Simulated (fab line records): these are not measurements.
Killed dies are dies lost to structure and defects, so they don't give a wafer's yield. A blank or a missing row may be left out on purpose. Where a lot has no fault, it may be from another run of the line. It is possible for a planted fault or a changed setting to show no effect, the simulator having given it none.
fab line records | flow nand-harc
[record] lots = 12 | wafers = 36 | last-day = 34
route steps=1302 shown A_CHANNEL_HOLE_D2@595 A_CHANNEL_FILL_D2@618 END@1302
lots untouched by any fault: they come from a run of this same line in which no faults occurred
start-h: hours from the record's opening day to when the first of the lot's shown wafers began | wait-h: time in hours since the lot's previous step | " repeats the value in the row above | L1.1+2: several wafers, shown together as one row | - value missing, or start not given | * or withheld: withheld | < > ~ a bound
route shown NAME@n: NAME is a module with steps in the file, n the number in the route of the first one | usual: average and standard deviation across the fault-free wafers | same: alike in all rows | chamber/n: place in a boat | sites: each site's reading | _std_site: the values' standard deviation | _edge_site: outer sites' mean less inner sites' | radius-mm: how far each site lies from the wafer's centre | mask NAME#n: copy n | behind: the tool/chamber that last shaped the wafer | hold: why the lot went on hold/how many hours it stayed there/how the hold came to an end | device: whichever transistor did not switch (one of n, p or np) | end of line: tests run on the same wafers once the route is complete | step lacking rows: just its recipe | killed: at the first sort, the dies lost to defects and structure; wafer yield is something else | map: a wafer's dies, marking killed ones x, the rest . and places with no die _
set.NAME: the run value of the setting; set.NAME@STEP: its run value at that earlier step | model.NAME: the simulator's own value behind a step, which no gauge read
one table for each step of the route and one row for each wafer, over a sample of lots
services: when a tool's chamber went out of use (start-h, in hours from the record's first day, below 0 if earlier), for how many hours, and the reason
[[steps]]
[step NHARC_A_CHANNEL_HOLE_D2_ETCH_23]
[recipe] bias-v = 5000 | source-w = withheld | pressure-mtorr = 20 | time-s = 819 | ar-flow-sccm = 375 | c4f8-flow-sccm = 89.3 | o2-flow-sccm = 35.7 | temp-c = -20 | target-depth-a = 16000 | chemistry = C4F8/O2/Ar
[usual] chamber-pressure-mTorr = 20.002/0.018 | drypump-motor-current-A = 5.3/0.44 | showerhead-plenum-p-Torr = 3.68/0.16 | temp-c = -20.00/0.094 | throttle-valve-pct = 32.153/0.0093
lot.wafer | tool        | chamber | start-h | wait-h | chamber-pressure-mTorr | drypump-motor-current-A | rf-hours-counter-h | showerhead-plenum-p-Torr | temp-c | throttle-valve-pct
L559.1    | har-etch-02 | 1       | 323.05  | 0.5    | 19.992                 | 5.3                     | 376                | 3.50                     | -19.87 | 32.147
L559.2    | "           | 0       | "       | "      | 20.014                 | 4.8                     | 376                | 3.59                     | -19.87 | 32.144
L559.3    | "           | 0       | "       | "      | 20.031                 | 4.8                     | -                  | 3.59                     | -19.84 | 32.164
L561.3    | har-etch-02 | 1       | 348.92  | 0.5    | 20.010                 | 5.4                     | -                  | 3.50                     | -19.97 | 32.153
L561.6    | "           | 0       | "       | "      | 19.985                 | 4.8                     | -                  | 3.58                     | -20.02 | 32.161
L561.5    | "           | 1       | "       | "      | 19.989                 | 5.4                     | -                  | 3.50                     | -20.13 | 32.161
L560.2    | har-etch-01 | 1       | 349.18  | 0.5    | 19.997                 | 5.1                     | 177                | 3.69                     | -20.00 | 32.150
L560.4    | "           | 0       | "       | "      | 19.978                 | 6.0                     | -                  | 3.57                     | -19.97 | 32.144
L560.6    | "           | 0       | "       | "      | 20.030                 | 6.1                     | -                  | 3.57                     | -20.01 | 32.161
L562.1    | har-etch-01 | 0       | 357.46  | 0.5    | 20.001                 | 6.1                     | 185                | 3.57                     | -19.84 | 32.164
L562.3    | "           | 1       | "       | "      | 20.024                 | 5.1                     | -                  | 3.68                     | -20.07 | 32.169
L562.6    | "           | 0       | "       | "      | 20.005                 | 6.0                     | -                  | 3.57                     | -20.02 | 32.149
L570.4    | har-etch-01 | 1       | 438.80  | 0.5    | 20.036                 | 5.1                     | -                  | 3.65                     | -20.06 | 32.141
L570.6    | "           | 1       | "       | "      | 20.006                 | 5.1                     | -                  | 3.65                     | -20.18 | 32.140
L570.5    | "           | 0       | "       | "      | 19.992                 | 6.0                     | -                  | 3.54                     | -20.00 | 32.134
L571.3    | har-etch-02 | 0       | 439.88  | 0.5    | 20.006                 | 4.8                     | -                  | 3.92                     | -19.91 | 32.162
L571.6    | "           | 0       | "       | "      | 20.009                 | 4.8                     | -                  | 3.92                     | -19.98 | 32.151
L571.5    | "           | 1       | "       | "      | 20.021                 | 5.4                     | -                  | 3.92                     | -19.84 | 32.146
L572.2    | har-etch-02 | 1       | 462.04  | 0.5    | 19.995                 | 5.4                     | 36                 | 3.91                     | -20.05 | 32.146
L572.3    | "           | 0       | "       | "      | 20.000                 | 4.8                     | -                  | 3.91                     | -20.16 | 32.165
L572.4    | "           | 1       | "       | "      | 19.994                 | 5.4                     | -                  | 3.91                     | -20.01 | 32.144
L574.3    | har-etch-01 | 0       | 475.69  | 0.5    | 20.003                 | 6.1                     | -                  | 3.53                     | -19.92 | 32.144
L574.6    | "           | 0       | "       | "      | 19.997                 | 6.0                     | -                  | 3.53                     | -20.07 | 32.157
L574.5    | "           | 1       | "       | "      | 19.997                 | 5.1                     | -                  | 3.64                     | -19.97 | 32.155
L575.1    | har-etch-02 | 0       | 488.08  | 0.5    | 19.988                 | 4.8                     | 55                 | 3.90                     | -20.25 | 32.152
L575.3    | "           | 0       | "       | "      | 20.016                 | 4.8                     | -                  | 3.90                     | -20.13 | 32.138
L575.6    | "           | 0       | "       | "      | 20.016                 | 4.8                     | -                  | 3.90                     | -20.04 | 32.151
L576.2    | har-etch-02 | 0       | 495.46  | 0.5    | 19.975                 | 4.8                     | 59                 | 3.90                     | -20.09 | 32.147
L576.4    | "           | 1       | "       | "      | 20.020                 | 5.4                     | -                  | 3.90                     | -19.93 | 32.154
L576.6    | "           | 1       | "       | "      | 19.993                 | 5.4                     | -                  | 3.90                     | -20.09 | 32.162
L578.1    | har-etch-02 | 0       | 518.83  | 0.5    | 19.958                 | 4.9                     | 67                 | 3.90                     | -19.97 | 32.152
L578.2    | "           | 1       | "       | "      | 20.005                 | 5.4                     | 67                 | 3.90                     | -19.93 | 32.156
L578.3    | "           | 1       | "       | "      | 19.995                 | 5.4                     | -                  | 3.89                     | -20.02 | 32.155
L579.2    | har-etch-01 | 1       | 534.03  | 0.5    | 20.016                 | 5.1                     | 291                | 3.62                     | -19.85 | 32.160
L579.4    | "           | 1       | "       | "      | 19.971                 | 5.1                     | -                  | 3.62                     | -20.02 | 32.149
L579.6    | "           | 1       | "       | "      | 19.986                 | 5.1                     | -                  | 3.62                     | -20.01 | 32.142
[step NHARC_A_CHANNEL_HOLE_D2_STRIP_28]
[recipe] o2-flow-sccm = 500 | ar-flow-sccm = 0 | bias-w = 0 | chemistry = O2
[usual] chamber-pressure-mTorr = 60.00/0.051 | drypump-motor-current-A = 5.7/0.46 | oes-product-au = 1.006/0.015 | rf-vpp-V = 58.0/0.85 | showerhead-plenum-p-Torr = 3.59/0.091 | throttle-valve-pct = 17.035/0.0087
lot.wafer | tool        | chamber | start-h | wait-h | chamber-pressure-mTorr | drypump-motor-current-A | oes-product-au | rf-hours-counter-h | rf-vpp-V | showerhead-plenum-p-Torr | throttle-valve-pct
L559.3    | rie-diel-03 | 0       | -       | -      | 60.07                  | 6.3                     | 1.024          | 1.9                | 56.7     | 3.45                     | 17.033
L559.2    | "           | 1       | "       | "      | 59.96                  | 5.4                     | 0.998          | 1.9                | 57.5     | 3.58                     | 17.039
L559.1    | "           | 3       | "       | "      | 60.02                  | 5.2                     | 1.002          | 1.8                | 59.4     | 3.69                     | 17.030
L561.3    | rie-diel-03 | 3       | -       | -      | 60.03                  | 5.2                     | 1.005          | 2.8                | 59.4     | 3.69                     | 17.027
L561.5    | "           | 2       | "       | "      | 60.02                  | 6.0                     | 1.003          | -                  | 55.6     | 3.47                     | 17.023
L561.6    | "           | 3       | "       | "      | 59.93                  | 5.2                     | 1.008          | -                  | 58.4     | 3.69                     | 17.017
L560.4    | rie-diel-01 | 3       | -       | -      | 60.05                  | 5.8                     | 0.997          | 8.6                | 57.9     | 3.62                     | 17.037
L560.2    | "           | 1       | "       | "      | 59.97                  | 6.3                     | 1.027          | 7.5                | 58.3     | 3.62                     | 17.029
L560.6    | "           | 3       | "       | "      | 59.94                  | 5.8                     | 1.003          | -                  | 58.0     | 3.62                     | 17.033
L562.3    | rie-diel-01 | 0       | -       | -      | 60.03                  | 5.8                     | 0.999          | 10.2               | 57.9     | 3.74                     | 17.035
L562.1    | "           | 1       | "       | "      | 60.00                  | 6.4                     | 1.033          | 7.7                | 57.8     | 3.62                     | 17.041
L562.6    | "           | 1       | "       | "      | 59.93                  | 6.4                     | 1.026          | -                  | 56.9     | 3.62                     | 17.038
L570.4    | rie-diel-03 | 2       | -       | -      | 60.03                  | 6.0                     | 0.994          | 8.0                | 58.0     | 3.47                     | 17.037
L570.6    | "           | 0       | "       | "      | 60.00                  | 6.3                     | 1.025          | -                  | 58.1     | 3.45                     | 17.029
L570.5    | "           | 1       | "       | "      | 60.06                  | 5.4                     | 0.997          | -                  | 56.8     | 3.57                     | 17.034
L571.3    | rie-diel-08 | 3       | -       | -      | 60.05                  | 5.4                     | 1.023          | 4.2                | 59.2     | 3.74                     | 17.034
L571.5    | "           | 2       | "       | "      | 59.94                  | 5.2                     | 1.021          | -                  | 56.9     | 3.56                     | 17.025
L571.6    | "           | 3       | "       | "      | 60.00                  | 5.4                     | 1.035          | -                  | 57.4     | 3.74                     | 17.023
L572.4    | rie-diel-01 | 3       | -       | -      | 59.94                  | 5.8                     | 1.022          | 2.3                | 58.3     | 3.62                     | 17.033
L572.2    | "           | 0       | "       | "      | 59.96                  | 5.8                     | 1.001          | 2.7                | 57.7     | 3.74                     | 17.029
L572.3    | "           | 2       | "       | "      | 60.12                  | 5.5                     | 1.012          | 2.5                | 55.8     | 3.55                     | 17.029
L574.3    | rie-diel-03 | 1       | -       | -      | 60.02                  | 5.4                     | 0.987          | 0.6                | 57.4     | 3.57                     | 17.040
L574.5    | "           | 0       | "       | "      | 60.02                  | 6.3                     | 1.001          | -                  | 58.3     | 3.45                     | 17.020
L574.6    | "           | 1       | "       | "      | 59.92                  | 5.4                     | 0.985          | -                  | 57.2     | 3.57                     | 17.038
L575.3    | rie-diel-01 | 3       | -       | -      | 59.94                  | 5.8                     | 0.999          | 4.0                | 58.8     | 3.62                     | 17.036
L575.1    | "           | 0       | "       | "      | 60.02                  | 5.8                     | 0.999          | 4.3                | 57.4     | 3.74                     | 17.029
L575.6    | "           | 2       | "       | "      | 59.94                  | 5.5                     | 1.017          | -                  | 57.6     | 3.55                     | 17.065
L576.4    | rie-diel-03 | 0       | -       | -      | 59.97                  | 6.3                     | 1.005          | 1.8                | 57.1     | 3.44                     | 17.036
L576.2    | "           | 2       | "       | "      | 59.98                  | 6.0                     | 0.982          | 2.1                | 58.3     | 3.47                     | 17.036
L576.6    | "           | 1       | "       | "      | 59.91                  | 5.4                     | 0.991          | -                  | 58.6     | 3.57                     | 17.026
L578.2    | rie-diel-03 | 2       | -       | -      | 59.98                  | 6.0                     | 0.994          | 3.2                | 57.7     | 3.47                     | 17.024
L578.1    | "           | 0       | "       | "      | 59.97                  | 6.3                     | 0.995          | 3.3                | 57.6     | 3.44                     | 17.038
L578.3    | "           | 1       | "       | "      | 60.00                  | 5.3                     | 0.986          | 3.6                | 60.1     | 3.57                     | 17.025
L579.2    | rie-diel-08 | 0       | -       | -      | 60.01                  | 5.1                     | 1.006          | 10.1               | 58.3     | 3.61                     | 17.042
L579.4    | "           | 2       | "       | "      | 60.05                  | 5.2                     | 1.005          | 8.4                | 58.6     | 3.56                     | 17.046
L579.6    | "           | 3       | "       | "      | 59.98                  | 5.4                     | 1.016          | -                  | 58.6     | 3.73                     | 17.020
[step NHARC_A_CHANNEL_HOLE_D2_INSPECT_40]
[usual] raw-defect-count = 317/110
lot.wafer | tool              | chamber | start-h | wait-h | raw-defect-count
L559.1    | defect-inspect-01 | -       | 327.32  | -      | 340
L559.2    | "                 | -       | "       | "      | 473
L559.3    | "                 | -       | "       | "      | 738
L561.3    | defect-inspect-01 | -       | 352.86  | -      | 478
L561.5    | "                 | -       | "       | "      | 419
L561.6    | "                 | -       | "       | "      | 428
L560.2    | defect-inspect-02 | -       | 353.42  | -      | 186
L560.4    | "                 | -       | "       | "      | 286
L560.6    | "                 | -       | "       | "      | 364
L562.1    | defect-inspect-02 | -       | 361.77  | -      | 322
L562.3    | "                 | -       | "       | "      | 254
L562.6    | "                 | -       | "       | "      | 192
L570.4    | defect-inspect-02 | -       | 442.81  | -      | 147
L570.5    | "                 | -       | "       | "      | 176
L570.6    | "                 | -       | "       | "      | 210
L571.3    | defect-inspect-02 | -       | 443.93  | -      | 218
L571.5    | "                 | -       | "       | "      | 241
L571.6    | "                 | -       | "       | "      | 259
L572.2    | defect-inspect-02 | -       | 466.20  | -      | 294
L572.3    | "                 | -       | "       | "      | 425
L572.4    | "                 | -       | "       | "      | 430
L574.3    | defect-inspect-01 | -       | 479.73  | -      | 265
L574.5    | "                 | -       | "       | "      | 273
L574.6    | "                 | -       | "       | "      | 336
L575.1    | defect-inspect-02 | -       | 492.35  | -      | 326
L575.3    | "                 | -       | "       | "      | 364
L575.6    | "                 | -       | "       | "      | 261
L576.2    | defect-inspect-01 | -       | 499.71  | -      | 393
L576.4    | "                 | -       | "       | "      | 345
L576.6    | "                 | -       | "       | "      | 362
L578.1    | defect-inspect-02 | -       | 523.27  | -      | 346
L578.2    | "                 | -       | "       | "      | 536
L578.3    | "                 | -       | "       | "      | 467
L579.2    | defect-inspect-02 | -       | 538.48  | -      | 386
L579.4    | "                 | -       | "       | "      | 362
L579.6    | "                 | -       | "       | "      | 355
[step NHARC_A_CHANNEL_FILL_D2_CVD_18]
[recipe] target-thk-a = 30 | temp-c = 550 | material = poly-Si
[usual] spike-tc-bottom-C = 571.3/1.4 | spike-tc-centre-C = 551.5/1.3 | spike-tc-upper-C = 549.3/1.4 | zone-power-centre-pct = 7.7/1.3
lot.wafer | tool          | chamber | start-h | wait-h | spike-tc-bottom-C | spike-tc-centre-C | spike-tc-upper-C | zone-power-centre-pct
L559.1    | lpcvd-poly-02 | 0       | 349.51  | -      | 571.0             | 551.1             | 548.1            | 8.1
L559.2    | "             | 0       | "       | "      | 570.7             | 551.4             | 545.7            | 8.0
L559.3    | "             | 0       | "       | "      | 571.6             | 552.8             | 548.5            | 8.0
L560.2    | lpcvd-poly-04 | 0       | 374.99  | -      | 570.9             | 551.2             | 549.7            | 6.0
L560.4    | "             | 0       | "       | "      | 574.1             | 552.9             | 551.0            | 6.1
L560.6    | "             | 0       | "       | "      | 572.2             | 552.1             | 549.1            | 6.1
L561.3    | lpcvd-poly-04 | 0       | 374.99  | -      | 572.6             | 553.3             | 550.2            | 6.1
L561.5    | "             | 0       | "       | "      | 574.7             | 551.3             | 549.4            | 6.0
L561.6    | "             | 0       | "       | "      | 573.1             | 553.4             | 549.1            | 6.1
L562.1    | lpcvd-poly-01 | 0       | 384.67  | -      | 569.8             | 550.0             | 551.6            | 9.4
L562.3    | "             | 0       | "       | "      | 568.8             | 551.1             | 551.4            | 9.4
L562.6    | "             | 0       | "       | "      | 573.2             | 547.6             | 550.1            | 9.4
L570.4    | lpcvd-poly-04 | -       | 464.91  | -      | -                 | -                 | -                | -
L570.5    | "             | -       | "       | "      | -                 | -                 | -                | -
L570.6    | "             | -       | "       | "      | -                 | -                 | -                | -
L571.3    | lpcvd-poly-04 | -       | 464.91  | -      | -                 | -                 | -                | -
L571.5    | "             | -       | "       | "      | -                 | -                 | -                | -
L571.6    | "             | -       | "       | "      | -                 | -                 | -                | -
L572.2    | lpcvd-poly-04 | -       | 487.21  | -      | -                 | -                 | -                | -
L572.3    | "             | -       | "       | "      | -                 | -                 | -                | -
L572.4    | "             | -       | "       | "      | -                 | -                 | -                | -
L574.3    | lpcvd-poly-02 | 0       | 505.46  | -      | 570.7             | 550.3             | 550.0            | 7.8
L574.5    | "             | 0       | "       | "      | 573.0             | 552.2             | 549.3            | 8.0
L574.6    | "             | 0       | "       | "      | 570.2             | 549.1             | 549.8            | 7.9
L575.1    | lpcvd-poly-02 | 0       | 516.00  | -      | 570.3             | 551.7             | 549.3            | 7.9
L575.3    | "             | 0       | "       | "      | 570.1             | 549.4             | 547.4            | 8.0
L575.6    | "             | 0       | "       | "      | 570.5             | 552.0             | 549.4            | 7.9
L576.2    | lpcvd-poly-04 | 0       | 525.10  | -      | 572.7             | 553.5             | 549.3            | 6.1
L576.4    | "             | 0       | "       | "      | 573.0             | 551.4             | 548.5            | 6.1
L576.6    | "             | 0       | "       | "      | 571.2             | 553.1             | 549.0            | 6.1
L578.1    | lpcvd-poly-02 | 0       | 545.55  | -      | 571.1             | 550.4             | 548.8            | 8.0
L578.2    | "             | 0       | "       | "      | 568.7             | 550.7             | 549.4            | 8.2
L578.3    | "             | 0       | "       | "      | 571.0             | 551.6             | 547.0            | 8.0
L579.2    | lpcvd-poly-04 | 0       | 560.40  | -      | 572.6             | 553.7             | 548.2            | 6.1
L579.4    | "             | 0       | "       | "      | 572.2             | 553.5             | 549.7            | 6.1
L579.6    | "             | 0       | "       | "      | 571.0             | 552.6             | 550.9            | 6.2
[step NHARC_END_SORT_01]
[recipe] temp-c = 25
[usual] killed-at-array = 54/17 | killed-at-other = 0.7/1 | killed-at-periphery = 3.7/2.9 | killed-dies = 58/16 | killed-open = 3.2/1.9 | killed-short = 2.2/1.5
[same] gross-dies = 677
lot.wafer | tool      | chamber | start-h | wait-h | killed-at-array | killed-at-other | killed-at-periphery | killed-dies | killed-open | killed-short
L571.3    | prober-02 | 0       | 700.18  | 3.1    | 668             | 1               | 8                   | 677         | 2           | 4
L571.5    | prober-02 | 0       | 701.79  | 3.7    | 673             | 1               | 3                   | 677         | 5           | 1
L571.6    | prober-02 | 0       | 702.59  | 4.0    | 669             | 0               | 8                   | 677         | 3           | 1
L570.4    | prober-01 | 0       | 708.59  | 3.3    | 670             | 0               | 7                   | 677         | 5           | 3
L570.5    | prober-01 | 0       | 709.38  | 3.6    | 671             | 0               | 6                   | 677         | 4           | 6
L570.6    | prober-01 | 0       | 710.16  | 3.9    | 672             | 0               | 5                   | 677         | 7           | 2
L572.2    | prober-02 | 0       | 727.56  | 2.8    | 674             | 1               | 2                   | 677         | 1           | 2
L572.3    | prober-02 | 0       | 728.36  | 3.1    | 676             | 0               | 1                   | 677         | 2           | 5
L572.4    | prober-02 | 0       | 729.17  | 3.4    | 674             | 2               | 1                   | 677         | 1           | 4
// killed by level:class
L571.3 A_CHANNEL_FILL_D2:area-cvd=600 A_CHANNEL_HOLE_D1:chamber-film-flake=29 A_SLIT:chamber-film-flake=28 A_CONTACT:chamber-film-flake=4 A_STAIRCASE:chamber-film-flake=3 P_ZERO_WELL:chamber-film-flake=2 P_BONDPAD:chamber-film-flake=2 P_GATE:geometric-particle:short=1
L571.5 A_CHANNEL_FILL_D2:area-cvd=619 A_CHANNEL_HOLE_D1:chamber-film-flake=32 A_SLIT:chamber-film-flake=15 A_STAIRCASE:chamber-film-flake=2 P_GATE:geometric-particle:open=1 P_M0:geometric-particle:open=1 A_DECK1_JOINT:geometric-particle:open=1 A_CHANNEL_FILL_D2:geometric-particle:open=1
L571.6 A_CHANNEL_FILL_D2:area-cvd=578 A_SLIT:chamber-film-flake=39 A_CHANNEL_HOLE_D1:chamber-film-flake=37 A_STAIRCASE:chamber-film-flake=5 A_CONTACT:chamber-film-flake=5 P_ZERO_WELL:chamber-film-flake=2 P_M2:chamber-film-flake=2 P_BONDPAD:chamber-film-flake=2
L570.4 A_CHANNEL_FILL_D2:area-cvd=637 A_CHANNEL_HOLE_D2:chamber-film-flake=12 A_CONTACT:chamber-film-flake=6 P_GATE:chamber-film-flake=3 A_WL_FILL:geometric-particle:short=2 P_ZERO_WELL:chamber-film-flake=2 A_SLIT:chamber-film-flake=2 A_BONDPAD:chamber-film-flake=2
L570.5 A_CHANNEL_FILL_D2:area-cvd=623 A_CHANNEL_HOLE_D2:chamber-film-flake=20 A_CONTACT:chamber-film-flake=8 A_CHANNEL_HOLE_D1:chamber-film-flake=7 P_BONDPAD:chamber-film-flake=3 A_SLIT:chamber-film-flake=3 A_WL_FILL:geometric-particle:short=2 A_WL_FILL:geometric-particle:open=2
L570.6 A_CHANNEL_FILL_D2:area-cvd=629 A_CHANNEL_HOLE_D2:chamber-film-flake=12 A_SLIT:chamber-film-flake=6 A_CHANNEL_HOLE_D1:chamber-film-flake=5 A_CONTACT:chamber-film-flake=5 A_STAIRCASE:chamber-film-flake=4 A_CONTACT:geometric-particle:open=2 A_BLC:geometric-particle:open=2
L572.2 A_CHANNEL_FILL_D2:area-cvd=635 A_CHANNEL_HOLE_D1:chamber-film-flake=26 A_SLIT:chamber-film-flake=5 A_WL_FILL:chamber-film-flake=3 P_M0:geometric-particle:short=1 A_ONON_D1:geometric-particle:short=1 A_M0:geometric-particle:open=1 P_BONDPAD:chamber-film-flake=1
L572.3 A_CHANNEL_FILL_D2:area-cvd=623 A_CHANNEL_HOLE_D1:chamber-film-flake=37 A_STAIRCASE:chamber-film-flake=3 A_SGD_CUT:chamber-film-flake=2 A_CONTACT:chamber-film-flake=2 P_CONTACT:geometric-particle:short=1 A_SOURCE_PLATE:geometric-particle:short=1 A_ONON_D1:geometric-particle:open=1
L572.4 A_CHANNEL_FILL_D2:area-cvd=624 A_CHANNEL_HOLE_D1:chamber-film-flake=36 A_SLIT:chamber-film-flake=3 A_CONTACT:chamber-film-flake=2 A_BLC:chamber-film-flake=2 THIN_TSV:chamber-film-flake=2 P_M0:geometric-particle:short=1 A_ONON_D1:geometric-particle:short=1
[[services]]
tool          | chamber | start-h | hours | kind
rie-diel-08   | 2       | 299.18  | 7.5   | repair
rie-diel-01   | 0       | 324.91  | 2.7   | repair
rie-diel-03   | 1       | 337.73  | 2.2   | repair
rie-diel-01   | 1       | 338.59  | 8.4   | repair
rie-diel-01   | 2       | 364.72  | 9.1   | repair
rie-diel-08   | -       | 367.80  | 9.0   | pm
har-etch-02   | -       | 380.61  | 17.0  | pm
har-etch-02   | 0       | 380.61  | 17.0  | vent-cycle
har-etch-02   | 1       | 380.61  | 17.0  | vent-cycle
rie-diel-01   | -       | 380.80  | 9.0   | pm
rie-diel-03   | 0       | 384.22  | 17.7  | repair
rie-diel-03   | 3       | 385.38  | 6.2   | repair
har-etch-02   | 0       | 397.61  | -     | clean
har-etch-02   | 0       | 397.61  | -     | consumable-replace:focus-ring
har-etch-02   | 0       | 397.61  | -     | consumable-replace:showerhead
lpcvd-poly-01 | -       | 415.10  | 5.1   | repair
rie-diel-01   | -       | 454.69  | 4.7   | repair
rie-diel-03   | -       | 458.45  | 9.0   | pm
rie-diel-03   | -       | 518.06  | 0.4   | repair
rie-diel-03   | 3       | 518.64  | 14.7  | repair
rie-diel-03   | 0       | 525.98  | 24.6  | repair
rie-diel-01   | 2       | 527.84  | 4.8   | repair
rie-diel-08   | -       | 544.80  | 9.0   | pm
rie-diel-01   | -       | 557.80  | 9.0   | pm
[[key]]
[first-sign] step = NHARC_A_CHANNEL_FILL_D2_CVD_18 | reading = tool-record | direction = missing
[effect] step = NHARC_END_SORT_01 | reading = killed-dies | direction = up | sigmas = 38 | usual = 58 | struck = 677
[more-kills-born-at] NHARC_A_CHANNEL_FILL_D2_CVD_18@lpcvd-poly-04 = 5568
met-at NHARC_A_CHANNEL_FILL_D2_CVD_18
struck-lots L570,L571,L572
later-rows-left-out L570.4,L570.5,L570.6,L571.3,L571.5,L571.6,L572.2,L572.3,L572.4
tester-left-out L570,L571,L572
not-acting-at NHARC_A_CHANNEL_HOLE_D2_ETCH_23,NHARC_A_CHANNEL_HOLE_D2_STRIP_28,NHARC_A_CHANNEL_HOLE_D2_INSPECT_40
onset-between 374.99 464.91
[fault] kind = skipped-step-whole | tool = lpcvd-poly-04 | chamber = - | onset-h = 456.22 | steps = NHARC_A_CHANNEL_FILL_D2_CVD_18 | scope = struck-lots-only
// tester-left-out: of these lots the tester's yield and bins aren't shown, on N5 and GAA mostly nor the transistor test; their killed dies are dies lost to structure and defects alone, not to doping, threshold or leakage, so they don't give the yield
// later-rows-left-out: the simulator's readings of these wafers behind a module that went badly wrong aren't trusted and aren't shown, but for the sort
